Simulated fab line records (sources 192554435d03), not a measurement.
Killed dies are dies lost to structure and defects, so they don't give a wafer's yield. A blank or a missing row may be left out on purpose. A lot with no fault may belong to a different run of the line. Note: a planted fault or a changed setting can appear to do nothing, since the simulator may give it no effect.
Matching of chambers / flow n5 finfet / rie diel-01 running N5_FIN_SAQP_HM_OPEN_33: 4 sister chambers
The step chemistry CH3F/O2, target SiNx, target depth 49.4 nm, time 70.6 s. 14 wafers are shown with their chamber, then 7 later ones without.

EACH WAFER AND ITS CHAMBER
wafer=L080.4; chamber=0; showerhead plenum p Torr (Torr)=2.12; drypump motor current A (A)=6.0; throttle valve pct (%)=16.06
wafer=L080.5; chamber=2; showerhead plenum p Torr (Torr)=2.07; drypump motor current A (A)=5.9; throttle valve pct (%)=16.49
wafer=L080.6; chamber=1; showerhead plenum p Torr (Torr)=1.98; drypump motor current A (A)=6.1; throttle valve pct (%)=16.49
wafer=L087.1; chamber=2; showerhead plenum p Torr (Torr)=2.07; drypump motor current A (A)=5.9; throttle valve pct (%)=16.49
wafer=L087.2; chamber=3; showerhead plenum p Torr (Torr)=2.14; drypump motor current A (A)=5.3; throttle valve pct (%)=16.36
wafer=L087.5; chamber=3; showerhead plenum p Torr (Torr)=2.14; drypump motor current A (A)=5.3; throttle valve pct (%)=16.35
wafer=L089.1; chamber=0; showerhead plenum p Torr (Torr)=2.11; drypump motor current A (A)=6.0; throttle valve pct (%)=16.06
wafer=L089.2; chamber=3; showerhead plenum p Torr (Torr)=2.14; drypump motor current A (A)=5.3; throttle valve pct (%)=16.37
wafer=L089.6; chamber=2; showerhead plenum p Torr (Torr)=2.07; drypump motor current A (A)=5.9; throttle valve pct (%)=16.51
wafer=L091.1; chamber=2; showerhead plenum p Torr (Torr)=2.07; drypump motor current A (A)=5.9; throttle valve pct (%)=16.52
wafer=L091.4; chamber=1; showerhead plenum p Torr (Torr)=1.97; drypump motor current A (A)=6.0; throttle valve pct (%)=16.53
wafer=L091.5; chamber=3; showerhead plenum p Torr (Torr)=2.14; drypump motor current A (A)=5.3; throttle valve pct (%)=16.37
wafer=L093.2; chamber=2; showerhead plenum p Torr (Torr)=2.07; drypump motor current A (A)=5.9; throttle valve pct (%)=16.53
wafer=L093.5; chamber=2; showerhead plenum p Torr (Torr)=2.07; drypump motor current A (A)=5.9; throttle valve pct (%)=16.52

SIGNATURES, as means of the wafers listed above
reading=showerhead plenum p Torr; chamber 0=2.1150; chamber 1=1.9750; chamber 2=2.0700; chamber 3=2.1400; scatter within a chamber=0.00316
reading=drypump motor current A; chamber 0=6.000; chamber 1=6.050; chamber 2=5.900; chamber 3=5.300; scatter within a chamber=0.0224
reading=throttle valve pct; chamber 0=16.0600; chamber 1=16.5100; chamber 2=16.5100; chamber 3=16.3625; scatter within a chamber=0.0157
Rule: for each reading, subtract the chamber's mean from the wafer's reading, divide by that reading's scatter and square the result; add these up over the readings and take the root, which gives the wafer's distance from the chamber. If the next closest chamber is less than 2 further off than the closest, the wafer can't be placed; otherwise it belongs to the closest. The scatter: the root of (the sum of the squares of (reading less its chamber's mean) over the shown wafers, divided by (wafers less chambers)).

WAFERS WHOSE CHAMBER IS MISSING
wafer=L093.6; showerhead plenum p Torr (Torr)=2.14; drypump motor current A (A)=5.4; throttle valve pct (%)=16.36
wafer=L094.2; showerhead plenum p Torr (Torr)=2.11; drypump motor current A (A)=6.0; throttle valve pct (%)=16.10
wafer=L094.3; showerhead plenum p Torr (Torr)=2.14; drypump motor current A (A)=5.3; throttle valve pct (%)=16.40
wafer=L094.4; showerhead plenum p Torr (Torr)=2.06; drypump motor current A (A)=5.9; throttle valve pct (%)=16.51
wafer=L097.2; showerhead plenum p Torr (Torr)=2.06; drypump motor current A (A)=5.9; throttle valve pct (%)=16.55
wafer=L097.4; showerhead plenum p Torr (Torr)=1.96; drypump motor current A (A)=6.0; throttle valve pct (%)=16.56
wafer=L097.5; showerhead plenum p Torr (Torr)=1.96; drypump motor current A (A)=6.1; throttle valve pct (%)=16.54

THE CHAMBER EACH PASSED THROUGH
wafer=L093.6; from the rows above=3; in truth=3
wafer=L094.2; from the rows above=0; in truth=0
wafer=L094.3; from the rows above=3; in truth=3
wafer=L094.4; from the rows above=2; in truth=2
wafer=L097.2; from the rows above=2; in truth=2
wafer=L097.4; from the rows above=1; in truth=1
wafer=L097.5; from the rows above=1; in truth=1
7 of 7 placed correctly. Left unplaced by these rows: 0. 0 placed wrongly.
